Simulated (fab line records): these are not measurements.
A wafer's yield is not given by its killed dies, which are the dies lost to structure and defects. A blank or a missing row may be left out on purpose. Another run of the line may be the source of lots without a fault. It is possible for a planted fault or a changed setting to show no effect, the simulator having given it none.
Chamber matching -- flow nand-harc -- NHARC_A_WL_FILL_ALD_02 on ald-metal-04 has 4 sister chambers
The step deposits TiN, target thk 2 nm, pulse time 3 s, ald cycles 100. 16 wafers are shown with their chamber, then 8 later ones without.

## WAFERS, EACH WITH ITS CHAMBER
wafer,chamber,heater-power-w (W),precursor-pulse-height-rel
L077.1,3,1103,0.990
L077.2,2,1157,0.988
L077.6,3,1115,1.009
L078.2,0,1312,1.007
L078.4,3,1094,0.974
L078.5,1,1175,0.973
L080.1,0,1282,1.010
L080.4,3,1119,1.000
L080.5,1,1163,0.993
L085.3,1,1150,0.985
L085.5,1,1169,1.042
L085.6,2,1180,1.004
L084.3,1,1201,0.990
L084.4,1,1137,0.996
L084.6,0,1314,1.026
L091.2,0,1295,1.014

SIGNATURES (averages over the wafers above)
reading,chamber 0,chamber 1,chamber 2,chamber 3,scatter within a chamber
heater-power-w,1300.75,1165.83,1168.50,1107.75,17.7
precursor-pulse-height-rel,1.01425,0.99650,0.99600,0.99325,0.0178
Rule: distance of a wafer from a chamber = root of the sum over the readings of ((wafer's reading minus chamber's mean) / reading's scatter) squared. If the next closest chamber is less than 2 further off than the closest, the wafer can't be placed; otherwise it belongs to the closest. The scatter: take each reading less its chamber's mean, square it, sum over the shown wafers, divide by the number of wafers less the number of chambers, and take the root.

## WAFERS WITH NO CHAMBER GIVEN
wafer,heater-power-w (W),precursor-pulse-height-rel
L091.3,1184,0.993
L091.5,1172,1.019
L090.2,1189,1.004
L090.4,1213,0.989
L090.5,1184,0.981
L089.4,1223,1.022
L089.5,1325,0.974
L089.6,1173,0.989

## CHAMBER TAKEN BY EACH
wafer,from the rows above,in truth
L091.3,can't be placed: 2 or 1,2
L091.5,can't be placed: 2 or 1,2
L090.2,can't be placed: 2 or 1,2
L090.4,can't be placed: 2 or 1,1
L090.5,can't be placed: 2 or 1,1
L089.4,can't be placed: 2 or 1 or 0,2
L089.5,0,0
L089.6,can't be placed: 2 or 1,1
Correctly placed: 1 of 8. Cannot be placed on the basis of these rows: 7; the candidates contain the true chamber in 7. Wrongly placed: 0.
